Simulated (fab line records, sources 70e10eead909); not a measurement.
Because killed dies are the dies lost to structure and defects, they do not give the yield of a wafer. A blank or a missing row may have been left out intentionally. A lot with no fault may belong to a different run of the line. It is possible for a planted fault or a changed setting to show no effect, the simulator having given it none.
Which tool was responsible? | flow nand-harc | 6 lots, 18 wafers sampled, at 3 steps of a route of 1302

## WHAT THE GAUGES SHOWED, per wafer
NHARC_A_ONON_D1_THK_MEAS_30: measures by ellipsometry.
lot  | measured     | on            | thk-nm (nm)
L988 | day 10 10:06 | film-metro-01 | 1010 1009 1009
L993 | day 12 09:53 | film-metro-02 | 1518 995 993
L997 | day 14 06:41 | film-metro-01 | 997 994 996
L999 | day 15 09:10 | film-metro-01 | 1008 1007 1007
L102 | day 16 06:03 | film-metro-02 | 1002 1002 1001
L104 | day 17 07:15 | film-metro-02 | 1006 1001 1003

## WHAT TOOL EACH LOT RAN ON (gives the tool, then ch and the chambers of the sampled wafers, and finally the start)
lot  | NHARC_A_ZERO_WELL_RTA_16         | NHARC_A_ONON_D1_DEP_28
L988 | rtp-anneal-01 ch 0, day 8 20:21  | pecvd-onon-04 ch 0, day 10 09:42
L993 | rtp-anneal-01 ch 0, day 11 00:22 | pecvd-onon-04 ch 0, day 12 09:29
L997 | rtp-anneal-02 ch 0, day 12 20:49 | pecvd-onon-01 ch 0, day 14 06:20
L999 | rtp-anneal-01 ch 0, day 13 19:57 | pecvd-onon-01 ch 0, day 15 08:43
L102 | rtp-anneal-02 ch 0, day 14 18:37 | pecvd-onon-01 ch 0, day 16 05:31
L104 | rtp-anneal-02 ch 0, day 15 22:42 | pecvd-onon-04 ch 0, day 17 06:47
- NHARC_A_ZERO_WELL_RTA_16: time 10 s.
- NHARC_A_ONON_D1_DEP_28: target thk 1000 nm.

## THE ANSWER, worked out from the rows above alone
Rule: what is usual is taken from the lots themselves. The widest of any qualifying gaps counts: lots, ordered by their means at a reading, are off when they make up no more than a third of the lots, leave a main group of 4 or more, and stand apart from it by 3 or more times the standard deviation of that group's means. A main group whose means are all the same, to the digits that the tables above print for the reading, isn't used. A lot without any number at a reading at which 4 lots or more have one is off too. Any other lot the step has rows for is counted as sound.
Off: L993, at NHARC_A_ONON_D1_THK_MEAS_30 (thk-nm). Mean 1003 nm and standard deviation 4.8 in the main group.
If a tool, at a process step before that reading, ran all the lots that are off and no sound lot after the first of them, it fits. Those tools and the gauges at NHARC_A_ONON_D1_THK_MEAS_30 are tried in the same way. Not one of the candidates tried fits.

## WHAT THE SIMULATOR HAD INSERTED
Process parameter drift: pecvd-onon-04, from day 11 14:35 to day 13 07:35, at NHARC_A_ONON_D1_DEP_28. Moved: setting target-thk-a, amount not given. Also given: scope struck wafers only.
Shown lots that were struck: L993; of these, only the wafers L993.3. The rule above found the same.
